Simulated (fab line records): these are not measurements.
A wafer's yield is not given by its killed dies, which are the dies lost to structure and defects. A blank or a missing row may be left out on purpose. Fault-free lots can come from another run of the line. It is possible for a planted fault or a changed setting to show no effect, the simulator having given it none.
Matching of chambers || flow nand harc || NHARC_P_M2_CMP_23 on cmp-02: 4 sister chambers
The step polishes, t overpolish 20 s, target thk 144.3 nm. 8 wafers are shown with their chamber, then 7 later ones without.

== EACH WAFER AND ITS CHAMBER ==
{"wafer": "L078.5", "chamber": 2, "time to endpoint s (s)": 32, "motor current A (A)": 11.4}
{"wafer": "L080.6", "chamber": 2, "time to endpoint s (s)": 29, "motor current A (A)": 11.7}
{"wafer": "L086.3", "chamber": 0, "time to endpoint s (s)": 32, "motor current A (A)": 11.5}
{"wafer": "L089.2", "chamber": 1, "time to endpoint s (s)": 27, "motor current A (A)": 13.1}
{"wafer": "L089.4", "chamber": 3, "time to endpoint s (s)": 24, "motor current A (A)": 12.6}
{"wafer": "L089.5", "chamber": 3, "time to endpoint s (s)": 25, "motor current A (A)": 13.2}
{"wafer": "L092.1", "chamber": 1, "time to endpoint s (s)": 31, "motor current A (A)": 12.7}
{"wafer": "L092.2", "chamber": 0, "time to endpoint s (s)": 34, "motor current A (A)": 11.7}

== WAFERS WITHOUT THEIR CHAMBER ==
{"wafer": "L092.4", "time to endpoint s (s)": 33, "motor current A (A)": 11.4}
{"wafer": "L094.2", "time to endpoint s (s)": 25, "motor current A (A)": 12.4}
{"wafer": "L094.3", "time to endpoint s (s)": 26, "motor current A (A)": 12.4}
{"wafer": "L094.5", "time to endpoint s (s)": 30, "motor current A (A)": 11.5}
{"wafer": "L096.2", "time to endpoint s (s)": 34, "motor current A (A)": 11.2}
{"wafer": "L096.3", "time to endpoint s (s)": 27, "motor current A (A)": 12.6}
{"wafer": "L096.5", "time to endpoint s (s)": 27, "motor current A (A)": 12.3}

== EACH ONE'S CHAMBER ==
{"wafer": "L092.4", "from the rows above": "can't be placed: 0 or 2", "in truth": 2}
{"wafer": "L094.2", "from the rows above": "can't be placed: 3 or 1", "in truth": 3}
{"wafer": "L094.3", "from the rows above": "can't be placed: 3 or 1 or 2", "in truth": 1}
{"wafer": "L094.5", "from the rows above": "can't be placed: 2 or 0", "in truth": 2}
{"wafer": "L096.2", "from the rows above": "can't be placed: 0 or 2", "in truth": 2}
{"wafer": "L096.3", "from the rows above": "can't be placed: 1 or 3", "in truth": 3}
{"wafer": "L096.5", "from the rows above": "can't be placed: 1 or 3 or 2 or 0", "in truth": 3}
Correctly placed: 0 of 7. Can't be placed from these rows: 7 (the true chamber is among the candidates in 7). Number placed wrongly: 0.
How it was worked out, from the rows above alone: a wafer's distance from a chamber is the root of the sum, over the readings, of the square of ((its reading less the chamber's mean) divided by the reading's scatter). The wafer belongs to the nearest chamber; if the next one is less than 2 further off, it can't be placed. Each chamber's mean is taken over the wafers shown for it. How the scatter is found: for the shown wafers, subtract from each reading the mean of its chamber, square and add these, divide the total by (wafers less chambers), then take the root.
